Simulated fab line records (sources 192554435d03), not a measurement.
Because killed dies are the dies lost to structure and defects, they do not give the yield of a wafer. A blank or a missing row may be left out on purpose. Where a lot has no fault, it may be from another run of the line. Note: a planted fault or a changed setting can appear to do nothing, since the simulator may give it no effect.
3 desks looking at one fault :: flow n5-finfet :: every desk sees just its own numbers, and what lay behind them comes last

== THE TOOL OWNER'S DESK: litho-track-04 ==
The tool's own readings at N5_WELL_APT_COAT_02 (resist thk 950 nm): means of the sampled wafers that have a number, for each lot that ran on this tool. The brackets show how far a lot's mean lies from the usual mean; more than 4 standard deviations puts the lot out of limits, marked OUT.
Columns: A = exhaust-pa at N5_WELL_APT_COAT_02, usual 44.9 Pa; B = spin-speed-rpm at N5_WELL_APT_COAT_02, usual 1356.9 rpm
lot: L819
first seen here: day 2 19:22
A: 45.1
B: 1356.6

lot: L822
first seen here: day 3 13:17
A: 44.9
B: 1356.7

lot: L823
first seen here: day 3 19:25
A: 45.7
B: 1583.4 (+99 or more) OUT

lot: L824
first seen here: day 4 01:25
A: 44.2
B: 1584.2 (+99 or more) OUT
This desk's finding: out of limits on L823, L824; first on L823, day 3 19:25 (spin-speed-rpm at N5_WELL_APT_COAT_02). L819, L822 stayed within limits.

== THE DEFECT DESK ==
Inspection counts along the route, by lot: the mean over sampled wafers that carry a number. The brackets show how far a lot's mean lies from the usual mean; more than 4 standard deviations puts the lot out of limits, marked OUT.
Columns: A = raw-defect-count at N5_START_INSPECT_01, usual 5.9; B = raw-defect-count at N5_WELL_APT_INSPECT_10, usual 2.0
lot: L815
first seen here: day 1 18:02
A: 5.0
B: 3.0

lot: L819
first seen here: day 2 18:02
A: 9.0
B: 1.3

lot: L820
first seen here: day 3 00:04
A: 6.3
B: 2.7

lot: L822
first seen here: day 3 12:02
A: 6.3
B: 2.7

lot: L823
first seen here: day 3 18:02
A: 5.3
B: 2.0

lot: L824
first seen here: day 4 00:02
A: 5.3
B: 1.7

lot: L831
first seen here: day 5 18:02
A: 7.3
B: 1.7

lot: L834
first seen here: day 6 12:02
A: 5.0
B: 0.7

lot: L835
first seen here: day 6 18:02
A: 5.3
B: 1.3

lot: L836
first seen here: day 7 00:02
A: 7.0
B: 3.3

lot: L837
first seen here: day 7 06:02
A: 4.3
B: 1.3
This desk found nothing out of limits on any of the 11 lots.

== FROM THE METROLOGY DESK ==
What the gauges read, lot by lot, whatever tool the lot ran on: means of the sampled wafers that have a number. The brackets show how far a lot's mean lies from the usual mean; more than 4 standard deviations puts the lot out of limits, marked OUT. 7 of its 11 readings are shown, namely those furthest out on some lot.
Columns: A = cd-nm at N5_WELL_APT_CD_MEAS_08, usual 200.3 nm; B = DIBL_N at N5_BEOL_M4_RC_MEAS_101, usual 36.0 mV/V; C = DIBL_P at N5_BEOL_M4_RC_MEAS_101, usual 36.1 mV/V; D = IOFF_N at N5_BEOL_M4_RC_MEAS_101, usual 0.160 nA/um; E = IOFF_P at N5_BEOL_M4_RC_MEAS_101, usual 0.21 nA/um; F = SS_N at N5_BEOL_M4_RC_MEAS_101, usual 71.5 mV/dec; G = VT_P at N5_BEOL_M4_RC_MEAS_101, usual -249 mV
lot: L815
first seen here: day 1 19:49
A: 201.3
B: 36.8
C: 35.5
D: 0.161
E: 0.22
F: 71.4
G: -249

lot: L819
first seen here: day 2 19:38
A: 199.3
B: 37.4
C: 36.4
D: 0.157
E: 0.23
F: 71.5
G: -248

lot: L820
first seen here: day 3 01:44
A: 202.1
B: 35.8
C: 37.1
D: 0.166
E: 0.21
F: 71.4
G: -252

lot: L822
first seen here: day 3 13:41
A: 202.6
B: 35.2
C: 35.6
D: 0.147
E: 0.19
F: 71.2
G: -251

lot: L823
first seen here: day 3 19:49
A: 200.9
B: 37.3
C: 37.0
D: 0.176
E: 0.23
F: 72.0
G: -250

lot: L824
first seen here: day 4 01:41
A: 204.4
B: 36.8
C: 37.6
D: 0.170
E: 0.25
F: 72.5
G: -245

lot: L831
first seen here: day 5 19:41
A: 201.4
B: 35.9
C: 36.6
D: 0.167
E: 0.20
F: 71.2
G: -250

lot: L834
first seen here: day 6 13:56
A: 201.8
B: 36.9
C: 36.9
D: 0.172
E: 0.23
F: 71.6
G: -249

lot: L835
first seen here: day 6 19:52
A: 200.5
B: 33.4
C: 35.1
D: 0.136
E: 0.21
F: 71.1
G: -248

lot: L836
first seen here: day 7 01:48
A: 199.8
B: 35.6
C: 35.5
D: 0.149
E: 0.22
F: 71.4
G: -248

lot: L837
first seen here: day 7 07:42
A: 200.8
B: 37.7
C: 39.4
D: 0.202
E: 0.29
F: 71.9
G: -243
This desk found nothing out of limits on any of the 11 lots.

== PUT TOGETHER ==
At day 3 19:25, on L823, L824, the tool owner's desk was in a position to raise an alarm.
No out-of-limits result turned up at the defect desk.
From the metrology desk's view, nothing was out of limits.
The defect desk has L823, L824 on record, within its limits.
The metrology desk holds a record of L823, L824, inside its limits.
Of the lots named, all ran N5_WELL_APT_COAT_02 on litho-track-04.

== WHAT THE SIMULATOR HAD PUT IN ==
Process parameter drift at N5_WELL_APT_COAT_02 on litho-track-04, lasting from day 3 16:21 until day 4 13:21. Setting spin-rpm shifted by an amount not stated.
Struck lots among those shown: L823, L824.
Hours from the fault's start to each desk's first reading out of limits: the tool owner's desk, 3.
